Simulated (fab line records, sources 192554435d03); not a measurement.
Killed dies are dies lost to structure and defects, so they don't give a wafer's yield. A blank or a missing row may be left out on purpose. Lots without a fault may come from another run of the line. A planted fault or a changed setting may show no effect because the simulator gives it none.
Split-lot experiment | flow n5_finfet | 7 lots, 21 wafers read, on a route of 1938 steps

THE SPLIT
At N5_MOL_CONTACT_COAG_ALD_133 (deposits SiO2, target thk 5 nm, pulse time 1 s, co reactant pulse time 1 s), the setting ald_cycles was moved away from the recipe's 35 on 6 of the 21 wafers read, by -14.3% to +17.1%. The other wafers ran this setting at the recipe's value.

The reading is taken at the split's own step.

THE READING
SiO2_of_MOL_CONTACT_COAG_ALD_133.thk_nm (the simulator's own value, which no gauge read), in nm, at N5_MOL_CONTACT_COAG_ALD_133 (deposits SiO2, target thk 5 nm, pulse time 1 s, co reactant pulse time 1 s). The file gives no usual value for it.

wafer  | tool, chamber at the split | ald_cycles as run | against the recipe | SiO2_of_MOL_CONTACT_COAG_ALD_133.thk_nm, nm | against lot-mates on the recipe
L077.1 | ald_sin-01, 1              | 35                | recipe             | 5                                           | -
L077.6 | ald_sin-01, 1              | 35                | recipe             | 5                                           | -
L077.2 | ald_sin-01, 0              | 41                | +17.1%             | 5.8                                         | +0.8
L078.1 | ald_sin-01, 2              | 35                | recipe             | 5                                           | -
L078.2 | ald_sin-01, 1,3            | 30                | -14.3%             | 4.2                                         | -0.8
L078.5 | ald_sin-01, 1,3            | 30                | -14.3%             | 4.2                                         | -0.8
L085.1 | ald_sin-04, 2              | 30                | -14.3%             | 4.2                                         | -0.8
L085.3 | ald_sin-04, 0              | 35                | recipe             | 5                                           | -
L085.6 | ald_sin-04, 0              | 35                | recipe             | 5                                           | -
L086.1 | ald_sin-04, 3,0,2          | 35                | recipe             | 5                                           | -
L086.4 | ald_sin-04, 3,0,2          | 35                | recipe             | 5                                           | -
L086.5 | ald_sin-04, 3,0,2          | 35                | recipe             | 5                                           | -
L087.3 | ald_sin-04, 1,0,1          | 35                | recipe             | 5                                           | -
L087.5 | ald_sin-04, 1,0,1          | 35                | recipe             | 5                                           | -
L087.6 | ald_sin-04, 1,0,1          | 35                | recipe             | 5                                           | -
L092.3 | ald_sin-04, 1,2            | 33                | -5.7%              | 4.6                                         | -0.4
L092.4 | ald_sin-04, 1,2            | 33                | -5.7%              | 4.6                                         | -0.4
L092.5 | ald_sin-04, 2              | 35                | recipe             | 5                                           | -
L095.3 | ald_sin-01, 0,2,1          | 35                | recipe             | 5                                           | -
L095.4 | ald_sin-01, 0,2,1          | 35                | recipe             | 5                                           | -
L095.5 | ald_sin-01, 0,2,1          | 35                | recipe             | 5                                           | -
Where a row lists several chambers, the file gives one row for several wafers and doesn't say which wafer went through which chamber.

THE FIT
A straight line over all 21 wafers: SiO2_of_MOL_CONTACT_COAG_ALD_133.thk_nm changes by +0.0534 nm for each +1% of ald_cycles; r = +0.99; the points scatter about the line by 0.038 nm.
The same after taking each lot's own level away (the mean of its wafers on the recipe; 21 wafers): +0.0534 nm for each +1%; r = +0.99; scatter 0.038 nm.
On that fit, the largest move of ald_cycles shifts the reading by 0.91 nm.
The lots' own levels span 5.00 to 5.00 nm.
So the lot-to-lot level changes the slope little: the two slopes agree.
Check: with one of the wafers moved furthest among these (+17.1%) left out of the fit, the line predicts +0.97 nm for it against its lot-mates. It came out at +0.8 nm against them.

OTHER SPLITS ON THESE WAFERS
These wafers also went through other splits before the reading. Each is held against what the fit with the lots' levels taken away leaves over:
other split on the same wafers        | wafers away from the commonest value | r with SiO2_of_MOL_CONTACT_COAG_ALD_133.thk_nm (lot level and that fit taken away)
N5_MOL_CONTACT_COAG_EXPOSE_05 dose_mj | 7                                    | +0.10
N5_MOL_CONTACT_COAG_COAT_62 spin_rpm  | 10                                   | +0.04

THE FILE'S OWN FIT
SiO2_of_MOL_CONTACT_COAG_ALD_133.thk_nm changes by +0.0529 nm for each +1% of ald_cycles, r = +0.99.
